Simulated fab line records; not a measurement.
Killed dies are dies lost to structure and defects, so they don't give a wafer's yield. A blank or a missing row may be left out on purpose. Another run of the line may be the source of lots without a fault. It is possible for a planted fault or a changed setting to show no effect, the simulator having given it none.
Which tool did it? || flow nand_harc || Sampling: 12 lots, 36 wafers, 5 of 1302 route steps

WHAT THE GAUGES READ, wafer by wafer
NHARC_END_SORT_01.
{"lot": "L436", "measured": "day 30 10:14", "on": "prober-01", "killed_at_array": "70 116 69", "killed_at_other": "0 1 0", "killed_at_periphery": "9 10 4", "killed_dies": "79 127 73", "killed_open": "1 5 2", "killed_short": "0 2 4"}

TOOL THAT RAN EACH LOT (tool first, then ch and the chambers of the sampled wafers, then the start)
{"lot": "L421", "NHARC_A_WL_FILL_STRIP_28": "wet_bench-04 ch 1,5,6, day 20 04:31", "NHARC_A_BONDPAD_DESCUM_11": "rie_diel-06 ch 2,3, day 22 21:29", "NHARC_HYBRID_BOND_ACTIVATE_00": "rie_diel-05 ch 0,1, day 23 00:13", "NHARC_THIN_TSV_ETCH_36": "rie_metal-01 ch 0,1, day 23 20:10"}
{"lot": "L422", "NHARC_A_WL_FILL_STRIP_28": "wet_bench-04 ch 2,3,4, day 20 22:05", "NHARC_A_BONDPAD_DESCUM_11": "rie_diel-06 ch 0,3, day 23 13:08", "NHARC_HYBRID_BOND_ACTIVATE_00": "rie_diel-05 ch 0,3, day 23 15:46", "NHARC_THIN_TSV_ETCH_36": "rie_metal-01 ch 0,1, day 24 16:40"}
{"lot": "L423", "NHARC_A_WL_FILL_STRIP_28": "wet_bench-04 ch 2,3,6, day 21 07:08", "NHARC_A_BONDPAD_DESCUM_11": "rie_diel-01 ch 0,2,3, day 23 21:41", "NHARC_HYBRID_BOND_ACTIVATE_00": "rie_diel-07 ch 0,1,3, day 24 00:19", "NHARC_THIN_TSV_ETCH_36": "rie_metal-02 ch 0, day 24 17:56"}
{"lot": "L425", "NHARC_A_WL_FILL_STRIP_28": "wet_bench-07 ch 0,6,7, day 22 00:17", "NHARC_A_BONDPAD_DESCUM_11": "rie_diel-12 ch 0,3, day 24 13:49", "NHARC_HYBRID_BOND_ACTIVATE_00": "rie_diel-05 ch 2,3, day 24 16:52", "NHARC_THIN_TSV_ETCH_36": "rie_metal-02 ch 0,1, day 25 11:56"}
{"lot": "L427", "NHARC_A_WL_FILL_STRIP_28": "wet_bench-04 ch 3,4,6, day 22 15:34", "NHARC_A_BONDPAD_DESCUM_11": "rie_diel-12 ch 0,3, day 25 04:40", "NHARC_HYBRID_BOND_ACTIVATE_00": "rie_diel-05 ch 2,3, day 25 07:18", "NHARC_THIN_TSV_ETCH_36": "rie_metal-01 ch 0,1, day 26 01:59"}
{"lot": "L428", "NHARC_A_WL_FILL_STRIP_28": "wet_bench-07 ch 0,4,7, day 23 21:10", "NHARC_A_BONDPAD_DESCUM_11": "rie_diel-01 ch 0,1, day 26 15:10", "NHARC_HYBRID_BOND_ACTIVATE_00": "rie_diel-05 ch 0,1,3, day 26 17:50", "NHARC_THIN_TSV_ETCH_36": "rie_metal-01 ch 0,1, day 27 14:47"}
{"lot": "L429", "NHARC_A_WL_FILL_STRIP_28": "wet_bench-07 ch 0,3,5, day 24 01:00", "NHARC_A_BONDPAD_DESCUM_11": "rie_diel-01 ch 0,2,3, day 26 20:18", "NHARC_HYBRID_BOND_ACTIVATE_00": "rie_diel-05 ch 0,2,3, day 26 22:56", "NHARC_THIN_TSV_ETCH_36": "rie_metal-03 ch 0,1, day 27 16:15"}
{"lot": "L431", "NHARC_A_WL_FILL_STRIP_28": "wet_bench-07 ch 1,6,7, day 24 22:09", "NHARC_A_BONDPAD_DESCUM_11": "rie_diel-06 ch 0,3, day 27 15:08", "NHARC_HYBRID_BOND_ACTIVATE_00": "rie_diel-05 ch 0,2, day 27 17:46", "NHARC_THIN_TSV_ETCH_36": "rie_metal-02 ch 0,1, day 28 16:28"}
{"lot": "L432", "NHARC_A_WL_FILL_STRIP_28": "wet_bench-07 ch 2,4,5, day 25 03:31", "NHARC_A_BONDPAD_DESCUM_11": "rie_diel-06 ch 0,1, day 27 20:03", "NHARC_HYBRID_BOND_ACTIVATE_00": "rie_diel-05 ch 0,2,3, day 27 22:43", "NHARC_THIN_TSV_ETCH_36": "rie_metal-01 ch 0,1, day 28 17:53"}
{"lot": "L436", "NHARC_A_WL_FILL_STRIP_28": "wet_bench-07 ch 0,5,6, day 26 05:47", "NHARC_A_BONDPAD_DESCUM_11": "rie_diel-12 ch 1,2, day 29 01:03", "NHARC_HYBRID_BOND_ACTIVATE_00": "rie_diel-05 ch 0,1, day 29 03:54", "NHARC_THIN_TSV_ETCH_36": "rie_metal-02 ch 0,1, day 29 22:29"}
{"lot": "L443", "NHARC_A_WL_FILL_STRIP_28": "wet_bench-05 ch 0,1,5, day 29 22:38", "NHARC_A_BONDPAD_DESCUM_11": "rie_diel-06 ch 0,1,2, day 32 12:56", "NHARC_HYBRID_BOND_ACTIVATE_00": "rie_diel-05 ch 0,2, day 32 15:36", "NHARC_THIN_TSV_ETCH_36": "rie_metal-01 ch 0,1, day 33 12:34"}
{"lot": "L444", "NHARC_A_WL_FILL_STRIP_28": "wet_bench-05 ch 3,6,7, day 30 04:48", "NHARC_A_BONDPAD_DESCUM_11": "rie_diel-01 ch 0,2, day 33 00:01", "NHARC_HYBRID_BOND_ACTIVATE_00": "rie_diel-05 ch 0,1,3, day 33 02:44", "NHARC_THIN_TSV_ETCH_36": "rie_metal-01 ch 0, day 34 00:03"}
- NHARC_A_WL_FILL_STRIP_28: strips in post etch residue remover, time 1200 s.
- NHARC_A_BONDPAD_DESCUM_11: chemistry O2, time 3 s.
- NHARC_HYBRID_BOND_ACTIVATE_00: chemistry N2, time 60 s.
- NHARC_THIN_TSV_ETCH_36: etches the open film in Cl2/BCl3, target depth 65 nm, time 18.571 s.

AS READ BY THE TOOLS THEMSELVES (means over the sampled wafers that have a number; for cases with no such wafer, the mark the record gives instead)
NHARC_A_BONDPAD_DESCUM_11.
{"lot": "L421", "tool": "rie_diel-06", "drypump_motor_current_A (A)": 5.5, "o2_flow_sccm (sccm)": 199.6, "oes_product_au (a.u.)": 1.012, "rf_vpp_V (V)": 58.1, "showerhead_plenum_p_Torr (Torr)": 1.95, "throttle_valve_pct (%)": 11.308}
{"lot": "L422", "tool": "rie_diel-06", "drypump_motor_current_A (A)": 5.5, "o2_flow_sccm (sccm)": 199.4, "oes_product_au (a.u.)": 1.005, "rf_vpp_V (V)": 57.8, "showerhead_plenum_p_Torr (Torr)": 1.95, "throttle_valve_pct (%)": 11.310}
{"lot": "L423", "tool": "rie_diel-01", "drypump_motor_current_A (A)": 5.1, "o2_flow_sccm (sccm)": 200.3, "oes_product_au (a.u.)": 0.995, "rf_vpp_V (V)": 57.3, "showerhead_plenum_p_Torr (Torr)": 1.87, "throttle_valve_pct (%)": 11.310}
{"lot": "L425", "tool": "rie_diel-12", "drypump_motor_current_A (A)": 6.0, "o2_flow_sccm (sccm)": 200.4, "oes_product_au (a.u.)": 0.998, "rf_vpp_V (V)": 58.1, "showerhead_plenum_p_Torr (Torr)": 2.00, "throttle_valve_pct (%)": 11.318}
{"lot": "L427", "tool": "rie_diel-12", "drypump_motor_current_A (A)": 6.0, "o2_flow_sccm (sccm)": 199.6, "oes_product_au (a.u.)": 0.998, "rf_vpp_V (V)": 58.0, "showerhead_plenum_p_Torr (Torr)": 2.00, "throttle_valve_pct (%)": 11.312}
{"lot": "L428", "tool": "rie_diel-01", "drypump_motor_current_A (A)": 5.7, "o2_flow_sccm (sccm)": 199.6, "oes_product_au (a.u.)": 1.012, "rf_vpp_V (V)": 58.2, "showerhead_plenum_p_Torr (Torr)": 1.91, "throttle_valve_pct (%)": 11.313}
{"lot": "L429", "tool": "rie_diel-01", "drypump_motor_current_A (A)": 5.1, "o2_flow_sccm (sccm)": 200.2, "oes_product_au (a.u.)": 0.993, "rf_vpp_V (V)": 57.6, "showerhead_plenum_p_Torr (Torr)": 1.96, "throttle_valve_pct (%)": 11.312}
{"lot": "L431", "tool": "rie_diel-06", "drypump_motor_current_A (A)": 5.5, "o2_flow_sccm (sccm)": 199.7, "oes_product_au (a.u.)": 1.015, "rf_vpp_V (V)": 57.8, "showerhead_plenum_p_Torr (Torr)": 1.95, "throttle_valve_pct (%)": 11.314}
{"lot": "L432", "tool": "rie_diel-06", "drypump_motor_current_A (A)": 5.3, "o2_flow_sccm (sccm)": 199.8, "oes_product_au (a.u.)": 0.988, "rf_vpp_V (V)": 57.5, "showerhead_plenum_p_Torr (Torr)": 1.87, "throttle_valve_pct (%)": 11.308}
{"lot": "L436", "tool": "rie_diel-12", "drypump_motor_current_A (A)": 5.6, "o2_flow_sccm (sccm)": 199.9, "oes_product_au (a.u.)": 1.010, "rf_vpp_V (V)": 58.3, "showerhead_plenum_p_Torr (Torr)": 1.93, "throttle_valve_pct (%)": 11.307}
{"lot": "L443", "tool": "rie_diel-06", "drypump_motor_current_A (A)": 5.4, "o2_flow_sccm (sccm)": 200.2, "oes_product_au (a.u.)": 1.007, "rf_vpp_V (V)": 56.5, "showerhead_plenum_p_Torr (Torr)": 1.82, "throttle_valve_pct (%)": 11.302}
{"lot": "L444", "tool": "rie_diel-01", "drypump_motor_current_A (A)": 5.2, "o2_flow_sccm (sccm)": 199.9, "oes_product_au (a.u.)": 0.991, "rf_vpp_V (V)": 57.9, "showerhead_plenum_p_Torr (Torr)": 2.02, "throttle_valve_pct (%)": 11.316}

NHARC_HYBRID_BOND_ACTIVATE_00.
{"lot": "L421", "tool": "rie_diel-05", "drypump_motor_current_A (A)": 5.53, "oes_product_au (a.u.)": 1.012, "rf_vpp_V (V)": 64.3, "showerhead_plenum_p_Torr (Torr)": 1.73}
{"lot": "L422", "tool": "rie_diel-05", "drypump_motor_current_A (A)": 5.55, "oes_product_au (a.u.)": 1.000, "rf_vpp_V (V)": 63.7, "showerhead_plenum_p_Torr (Torr)": 1.81}
{"lot": "L423", "tool": "rie_diel-07", "drypump_motor_current_A (A)": 5.73, "oes_product_au (a.u.)": 1.003, "rf_vpp_V (V)": 64.0, "showerhead_plenum_p_Torr (Torr)": 1.79}
{"lot": "L425", "tool": "rie_diel-05", "drypump_motor_current_A (A)": 5.78, "oes_product_au (a.u.)": 1.005, "rf_vpp_V (V)": 64.0, "showerhead_plenum_p_Torr (Torr)": 1.76}
{"lot": "L427", "tool": "rie_diel-05", "drypump_motor_current_A (A)": 5.96, "oes_product_au (a.u.)": 1.001, "rf_vpp_V (V)": 63.5, "showerhead_plenum_p_Torr (Torr)": 1.72}
{"lot": "L428", "tool": "rie_diel-05", "drypump_motor_current_A (A)": 5.52, "oes_product_au (a.u.)": 0.993, "rf_vpp_V (V)": 64.2, "showerhead_plenum_p_Torr (Torr)": 1.77}
{"lot": "L429", "tool": "rie_diel-05", "drypump_motor_current_A (A)": 5.76, "oes_product_au (a.u.)": 0.996, "rf_vpp_V (V)": 64.4, "showerhead_plenum_p_Torr (Torr)": 1.77}
{"lot": "L431", "tool": "rie_diel-05", "drypump_motor_current_A (A)": 5.71, "oes_product_au (a.u.)": 0.993, "rf_vpp_V (V)": 63.5, "showerhead_plenum_p_Torr (Torr)": 1.78}
{"lot": "L432", "tool": "rie_diel-05", "drypump_motor_current_A (A)": 5.73, "oes_product_au (a.u.)": 0.996, "rf_vpp_V (V)": 63.3, "showerhead_plenum_p_Torr (Torr)": 1.77}
{"lot": "L436", "tool": "rie_diel-05", "drypump_motor_current_A (A)": 5.54, "oes_product_au (a.u.)": 1.006, "rf_vpp_V (V)": 64.0, "showerhead_plenum_p_Torr (Torr)": 1.72}
{"lot": "L443", "tool": "rie_diel-05", "drypump_motor_current_A (A)": 5.73, "oes_product_au (a.u.)": 0.994, "rf_vpp_V (V)": 63.9, "showerhead_plenum_p_Torr (Torr)": 1.78}
{"lot": "L444", "tool": "rie_diel-05", "drypump_motor_current_A (A)": 5.56, "oes_product_au (a.u.)": 0.990, "rf_vpp_V (V)": 64.6, "showerhead_plenum_p_Torr (Torr)": 1.76}

NHARC_THIN_TSV_ETCH_36.
{"lot": "L421", "tool": "rie_metal-01", "drypump_motor_current_A (A)": 6.2, "he_backside_leak_sccm (sccm)": 3.60, "oes_product_au (a.u.)": 1.038}
{"lot": "L422", "tool": "rie_metal-01", "drypump_motor_current_A (A)": 6.1, "he_backside_leak_sccm (sccm)": 3.75, "oes_product_au (a.u.)": 1.027}
{"lot": "L423", "tool": "rie_metal-02", "drypump_motor_current_A (A)": 5.9, "he_backside_leak_sccm (sccm)": 3.42, "oes_product_au (a.u.)": 0.993}
{"lot": "L425", "tool": "rie_metal-02", "drypump_motor_current_A (A)": 5.6, "he_backside_leak_sccm (sccm)": 3.43, "oes_product_au (a.u.)": 0.991}
{"lot": "L427", "tool": "rie_metal-01", "drypump_motor_current_A (A)": 6.2, "he_backside_leak_sccm (sccm)": 3.47, "oes_product_au (a.u.)": 1.011}
{"lot": "L428", "tool": "rie_metal-01", "drypump_motor_current_A (A)": 6.1, "he_backside_leak_sccm (sccm)": 3.53, "oes_product_au (a.u.)": 1.021}
{"lot": "L429", "tool": "rie_metal-03", "drypump_motor_current_A (A)": 6.1, "he_backside_leak_sccm (sccm)": 3.54, "oes_product_au (a.u.)": 0.993}
{"lot": "L431", "tool": "rie_metal-02", "drypump_motor_current_A (A)": 5.6, "he_backside_leak_sccm (sccm)": 3.38, "oes_product_au (a.u.)": 0.997}
{"lot": "L432", "tool": "rie_metal-01", "drypump_motor_current_A (A)": 5.9, "he_backside_leak_sccm (sccm)": 3.49, "oes_product_au (a.u.)": 1.023}
{"lot": "L436", "tool": "rie_metal-02", "drypump_motor_current_A (A)": 5.7, "he_backside_leak_sccm (sccm)": 3.36, "oes_product_au (a.u.)": 0.995}
{"lot": "L443", "tool": "rie_metal-01", "drypump_motor_current_A (A)": 5.9, "he_backside_leak_sccm (sccm)": 3.51, "oes_product_au (a.u.)": 0.992}
{"lot": "L444", "tool": "rie_metal-01", "drypump_motor_current_A (A)": 6.4, "he_backside_leak_sccm (sccm)": 3.43, "oes_product_au (a.u.)": 1.002}

THE ANSWER, worked out from the rows above alone
Rule: what is usual is taken from the lots themselves. Put in order of their means at a reading, lots are off if they are a third of the lots or fewer, leave a main group of 4 or more, and stand apart from it by a gap of 3 or more times the standard deviation of the main group's means; of several such gaps the widest counts. A main group whose means are all the same, to the digits that the tables above print for the reading, isn't used. A lot without any number at a reading at which 4 lots or more have one is off too. All remaining lots with rows at the step are treated as sound. First the gauges in route order, then the tools' own readings, where a lot's mean is used as printed above. The first step at which some lot is off is used, and at that step the reading that is off furthest; a lot without a number counts as furthest.
No lot is off on any of the readings shown, so nothing can be concluded from this.

WHAT THE SIMULATOR HAD PUT IN
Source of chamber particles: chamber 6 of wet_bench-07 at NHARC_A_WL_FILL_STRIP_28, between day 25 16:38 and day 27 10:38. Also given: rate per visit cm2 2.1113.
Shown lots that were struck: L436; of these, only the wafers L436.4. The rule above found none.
